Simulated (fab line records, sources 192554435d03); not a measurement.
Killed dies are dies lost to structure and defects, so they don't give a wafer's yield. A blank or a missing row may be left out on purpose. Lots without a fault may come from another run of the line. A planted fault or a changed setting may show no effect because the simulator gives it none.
Chamber matching | flow n5_finfet | N5_FIN_SAQP_ETCH_65 on rie_si-03: 4 sister chambers
The step etches SiO2 in CF4, target depth 4 nm, time 4.4 s. 16 wafers are shown with their chamber, then 7 later ones without.

WAFERS WITH THEIR CHAMBER
wafer  | chamber | throttle_valve_pct (%) | drypump_motor_current_A (A) | he_backside_leak_sccm (sccm)
L075.2 | 1       | 21.87                  | 5.5                         | 2.4
L075.3 | 2       | 21.63                  | 5.9                         | 2.7
L075.5 | 1       | 21.86                  | 5.5                         | 2.3
L077.1 | 3       | 22.06                  | 5.1                         | 3.0
L077.2 | 0       | 21.61                  | 5.4                         | 3.4
L077.5 | 0       | 21.59                  | 5.3                         | 3.1
L081.2 | 0       | 21.62                  | 5.4                         | 3.3
L081.5 | 2       | 21.63                  | 5.9                         | 2.5
L081.6 | 1       | 21.86                  | 5.5                         | 2.7
L082.1 | 1       | 21.85                  | 5.5                         | 2.6
L082.5 | 2       | 21.61                  | 5.9                         | 2.5
L082.6 | 3       | 22.06                  | 5.1                         | 3.0
L083.1 | 2       | 21.63                  | 5.9                         | 2.7
L083.3 | 1       | 21.86                  | 5.5                         | 2.7
L083.4 | 0       | 21.61                  | 5.4                         | 3.0
L085.1 | 1       | 21.87                  | 5.5                         | 2.4

SIGNATURES (means of the wafers above)
reading                 | chamber 0 | chamber 1 | chamber 2 | chamber 3 | scatter within a chamber
throttle_valve_pct      | 21.6075   | 21.8617   | 21.6250   | 22.0600   | 0.00939
drypump_motor_current_A | 5.375     | 5.500     | 5.900     | 5.100     | 0.025
he_backside_leak_sccm   | 3.200     | 2.517     | 2.600     | 3.000     | 0.155
Rule: a wafer's distance from a chamber is the root of the sum, over the readings, of the square of ((its reading less the chamber's mean) divided by the reading's scatter). The wafer belongs to the nearest chamber; if the next one is less than 2 further off, it can't be placed. The scatter: the root of (the sum of the squares of (reading less its chamber's mean) over the shown wafers, divided by (wafers less chambers)).

WAFERS WITHOUT THEIR CHAMBER
wafer  | throttle_valve_pct (%) | drypump_motor_current_A (A) | he_backside_leak_sccm (sccm)
L085.3 | 22.06                  | 5.1                         | 3.2
L086.3 | 21.62                  | 5.4                         | 3.2
L086.4 | 21.62                  | 5.9                         | 2.6
L086.5 | 21.87                  | 5.5                         | 2.6
L087.1 | 21.64                  | 5.9                         | 2.6
L087.4 | 22.05                  | 5.1                         | 3.1
L087.5 | 21.62                  | 5.9                         | 2.6

WHICH CHAMBER EACH WENT THROUGH
wafer  | from the rows above | in truth
L085.3 | 3                   | 3
L086.3 | 0                   | 0
L086.4 | 2                   | 2
L086.5 | 1                   | 1
L087.1 | 2                   | 2
L087.4 | 3                   | 3
L087.5 | 2                   | 2
Placed correctly: 7 of 7. Can't be placed from these rows: 0. Placed wrongly: 0.
